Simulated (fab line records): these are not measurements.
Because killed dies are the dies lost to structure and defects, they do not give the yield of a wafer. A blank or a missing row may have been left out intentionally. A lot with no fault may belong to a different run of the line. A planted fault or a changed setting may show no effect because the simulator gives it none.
Problem report, 8D (eight disciplines) form, completed by code | flow n5_finfet | the parts of the form that need people (team, actions taken, sign-off) are left out

1. THE PROBLEM
Wafers without a fault read 1500.0 rpm, standard deviation 1; spin_speed_rpm at N5_BEOL_M5_COAT_66 reads a mean of 1429.8 rpm on 6 wafers belonging to 2 lots. Measured from the usual mean, that is -70 standard deviations.
The step: time 60 s, resist thk 12 nm.
First observed at day 15 20:02: wafer L802.2, on litho_track-03. The record has a number at this step for 12 wafers belonging to 4 lots. The rule behind "out" and "out of limits": a value lying over 4 standard deviations away from the usual mean. The rest of the wafers with a number are treated as sound.

2. WHAT IT IS, AND WHAT IT ISN'T
question                    | is                     | is not
which readings at this step | spin_speed_rpm         | chill_plate_temp_C, exhaust_pa
which lots                  | L801, L802             | L787, L804
which wafers of those lots  | all that have a number | -
read on which tools         | litho_track-03         | litho_track-01
when                        | from day 15 20:02      | up to then (3 sound wafers); but 3 sound wafers of L804 came after

3. THE SUSPECTS, EACH WITH WHAT RULES IT OUT
Counting: any tool at a process step up to the reading is kept as a suspect provided that every lot that is out went through it and no sound lot did after the first of them.
- litho_track-03 at N5_BEOL_M5_COAT_66 (time 60 s, resist thk 12 nm): kept. It ran every lot that is out, first L802 (day 15 20:02), and no sound lot after that; its last sound lot up to then is L787 (day 12 21:27). Out on those wafers are its own readings of spin_speed_rpm.
After counting, what remains is litho_track-03 at N5_BEOL_M5_COAT_66.

4. THE CAUSE (what the simulator had put in)
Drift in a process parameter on litho_track-03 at N5_BEOL_M5_COAT_66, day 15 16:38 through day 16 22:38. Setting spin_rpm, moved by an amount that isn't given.
After counting, this tool was the only one left.

5. SEQUENCE OF EFFECTS, ordered by route
Each row: a reading where the mean over the struck wafers with a number is more than 3 standard deviations away from the usual. Readings are gone through only where the record gives a usual standard deviation; hours: the median, over the lots, of the time from a lot's start at the first step in this table giving one to that lot's start at this step; sigmas: the change measured in usual standard deviations.
hours | step               | reading        | usual      | on struck wafers | change | sigmas
0     | N5_BEOL_M5_COAT_66 | spin_speed_rpm | 1500.0 rpm | 1429.8           | -70.2  | -70
Its process steps:
- N5_BEOL_M5_COAT_66: time 60 s, resist thk 12 nm.

6. HOW IT WOULD HAVE BEEN CAUGHT EARLIER
In this record the first reading out of limits was taken at day 15 20:02, 3 hours after the fault began at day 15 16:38.
